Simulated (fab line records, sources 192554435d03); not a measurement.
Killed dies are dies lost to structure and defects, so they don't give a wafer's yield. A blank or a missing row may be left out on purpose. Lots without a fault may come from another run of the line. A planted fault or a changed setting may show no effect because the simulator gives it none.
Split-lot experiment | flow n5_finfet | 7 lots, 39 wafers read, on a route of 1938 steps

THE SPLIT
At N5_ZERO_LAYER_PECVD_02 (deposits SiO2 from SiH4/N2O, target thk 10 nm, time 6 s), the setting time_s was moved away from the recipe's 6 s on 9 of the 39 wafers read, by -53.1% to -23.7%. The other wafers ran this setting at the recipe's value.

The reading is taken at the split's own step.

THE READING
SiO2_of_ZERO_LAYER_PECVD_02.thk_nm (the simulator's own value, which no gauge read), in nm, at N5_ZERO_LAYER_PECVD_02 (deposits SiO2 from SiH4/N2O, target thk 10 nm, time 6 s). The file gives no usual value for it. The 30 wafers here that ran the recipe average 9.944 nm, standard deviation 0.14 nm.

wafer  | tool, chamber at the split | time_s as run, s | against the recipe | SiO2_of_ZERO_LAYER_PECVD_02.thk_nm, nm | against lot-mates on the recipe
L076.1 | pecvd-03, 1                | 6                | recipe             | 9.847                                  | -
L076.2 | pecvd-03, 0                | 6                | recipe             | 9.916                                  | -
L076.3 | pecvd-03, 1                | 4.575            | -23.7%             | 7.686                                  | -2.288
L076.4 | pecvd-03, 0                | 4.575            | -23.7%             | 7.559                                  | -2.415
L076.5 | pecvd-03, 1                | 6                | recipe             | 10.16                                  | -
L076.6 | pecvd-03, 0                | 4.575            | -23.7%             | 7.593                                  | -2.381
L079.1 | pecvd-04, 2                | 6                | recipe             | 9.892                                  | -
L079.2 | pecvd-04, 1                | 2.814            | -53.1%             | 4.679                                  | -5.255
L079.3 | pecvd-04, 0                | 2.814            | -53.1%             | 4.627                                  | -5.307
L079.4 | pecvd-04, 2                | 2.814            | -53.1%             | 4.725                                  | -5.209
L079.5 | pecvd-04, 1                | 6                | recipe             | 9.992                                  | -
L079.6 | pecvd-04, 0                | 6                | recipe             | 9.917                                  | -
L091.2 | pecvd-03, 0                | 6                | recipe             | 9.491                                  | -
L091.4 | pecvd-03, 2                | 6                | recipe             | 10.05                                  | -
L091.5 | pecvd-03, 1                | 6                | recipe             | 9.968                                  | -
L092.1 | pecvd-02, 0                | 6                | recipe             | 9.787                                  | -
L092.2 | pecvd-02, 2                | 6                | recipe             | 9.929                                  | -
L092.3 | pecvd-02, 1                | 6                | recipe             | 9.83                                   | -
L092.4 | pecvd-02, 1                | 6                | recipe             | 9.939                                  | -
L092.5 | pecvd-02, 0                | 6                | recipe             | 10.09                                  | -
L092.6 | pecvd-02, 2                | 6                | recipe             | 10.1                                   | -
L094.1 | pecvd-02, 1                | 6                | recipe             | 10.05                                  | -
L094.2 | pecvd-02, 0                | 6                | recipe             | 10.19                                  | -
L094.3 | pecvd-02, 2                | 4.515            | -24.8%             | 7.612                                  | -2.505
L094.4 | pecvd-02, 2                | 4.515            | -24.8%             | 7.973                                  | -2.144
L094.5 | pecvd-02, 0                | 4.515            | -24.8%             | 7.978                                  | -2.139
L094.6 | pecvd-02, 1                | 6                | recipe             | 10.11                                  | -
L096.1 | pecvd-03, 1                | 6                | recipe             | 9.857                                  | -
L096.2 | pecvd-03, 0                | 6                | recipe             | 9.802                                  | -
L096.3 | pecvd-03, 2                | 6                | recipe             | 9.923                                  | -
L096.4 | pecvd-03, 1                | 6                | recipe             | 10.13                                  | -
L096.5 | pecvd-03, 0                | 6                | recipe             | 9.804                                  | -
L096.6 | pecvd-03, 2                | 6                | recipe             | 10.04                                  | -
L097.1 | pecvd-04, 0                | 6                | recipe             | 9.912                                  | -
L097.2 | pecvd-04, 1                | 6                | recipe             | 9.753                                  | -
L097.3 | pecvd-04, 2                | 6                | recipe             | 9.875                                  | -
L097.4 | pecvd-04, 0                | 6                | recipe             | 10.03                                  | -
L097.5 | pecvd-04, 2                | 6                | recipe             | 9.981                                  | -
L097.6 | pecvd-04, 1                | 6                | recipe             | 9.947                                  | -

THE FIT
A straight line over all 39 wafers: SiO2_of_ZERO_LAYER_PECVD_02.thk_nm changes by +0.0971 nm for each +1% of time_s; r = +0.99; the points scatter about the line by 0.17 nm.
The same after taking each lot's own level away (the mean of its wafers on the recipe; 39 wafers): +0.0981 nm for each +1%; r = +1.00; scatter 0.13 nm.
On that fit, the largest move of time_s shifts the reading by 5.2 nm.
The lots' own levels span 9.8363 to 10.1167 nm, that is 2.0 times the standard deviation above.
So the lot-to-lot level changes the slope little: the two slopes agree.
Check: with one of the wafers moved furthest among these (-53.1%) left out of the fit, the line predicts -5.18 nm for it against its lot-mates. It came out at -5.25 nm against them.

THE FILE'S OWN FIT
SiO2_of_ZERO_LAYER_PECVD_02.thk_nm changes by +0.0979 nm for each +1% of time_s, r = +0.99.
